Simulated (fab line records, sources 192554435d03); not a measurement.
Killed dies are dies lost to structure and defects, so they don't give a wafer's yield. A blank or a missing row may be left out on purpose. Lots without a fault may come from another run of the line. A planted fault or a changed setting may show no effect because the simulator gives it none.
Chamber matching | flow n5_finfet | N5_BEOL_M9_PECVD_70 on pecvd-02: 3 sister chambers
The step deposits SiO2 from TEOS/O2, target thk 20 nm, time 22.7 s. 14 wafers are shown with their chamber, then 6 later ones without.

WAFERS WITH THEIR CHAMBER
wafer  | chamber | showerhead_plenum_p_Torr (Torr) | throttle_valve_pct (%) | heater_power_w (W)
L479.3 | 2       | 8.77                            | 21.8                   | 849
L479.4 | 0       | 8.71                            | 22.8                   | 649
L479.6 | 2       | 8.76                            | 22.0                   | 850
L480.1 | 0       | 8.69                            | 23.3                   | 569
L480.4 | 2       | 8.77                            | 21.8                   | 864
L480.6 | 0       | 8.70                            | 23.1                   | 560
L481.1 | 0       | 8.72                            | 23.1                   | 570
L481.4 | 2       | 8.75                            | 21.8                   | 847
L481.6 | 1       | 8.86                            | 23.0                   | 750
L483.3 | 2       | 8.77                            | 21.7                   | 798
L483.5 | 1       | 8.84                            | 23.3                   | 801
L483.6 | 2       | 8.79                            | 21.8                   | 809
L499.3 | 1       | 8.88                            | 23.2                   | 839
L499.6 | 1       | 8.85                            | 23.0                   | 851

SIGNATURES (means of the wafers above)
reading                  | chamber 0 | chamber 1 | chamber 2 | scatter within a chamber
showerhead_plenum_p_Torr | 8.7050    | 8.8575    | 8.7683    | 0.0143
throttle_valve_pct       | 23.075    | 23.125    | 21.817    | 0.149
heater_power_w           | 587.00    | 810.25    | 836.17    | 36.7
Rule: a wafer's distance from a chamber is the root of the sum, over the readings, of the square of ((its reading less the chamber's mean) divided by the reading's scatter). The wafer belongs to the nearest chamber; if the next one is less than 2 further off, it can't be placed. The scatter: the root of (the sum of the squares of (reading less its chamber's mean) over the shown wafers, divided by (wafers less chambers)).

WAFERS WITHOUT THEIR CHAMBER
wafer  | showerhead_plenum_p_Torr (Torr) | throttle_valve_pct (%) | heater_power_w (W)
L497.1 | 8.76                            | 21.7                   | 977
L497.5 | 8.84                            | 23.1                   | 768
L497.6 | 8.71                            | 23.0                   | 600
L498.3 | 8.86                            | 23.3                   | 853
L498.4 | 8.88                            | 23.2                   | 855
L498.5 | 8.69                            | 23.2                   | 569

WHICH CHAMBER EACH WENT THROUGH
wafer  | from the rows above | in truth
L497.1 | 2                   | 2
L497.5 | 1                   | 1
L497.6 | 0                   | 0
L498.3 | 1                   | 1
L498.4 | 1                   | 1
L498.5 | 0                   | 0
Placed correctly: 6 of 6. Can't be placed from these rows: 0. Placed wrongly: 0.
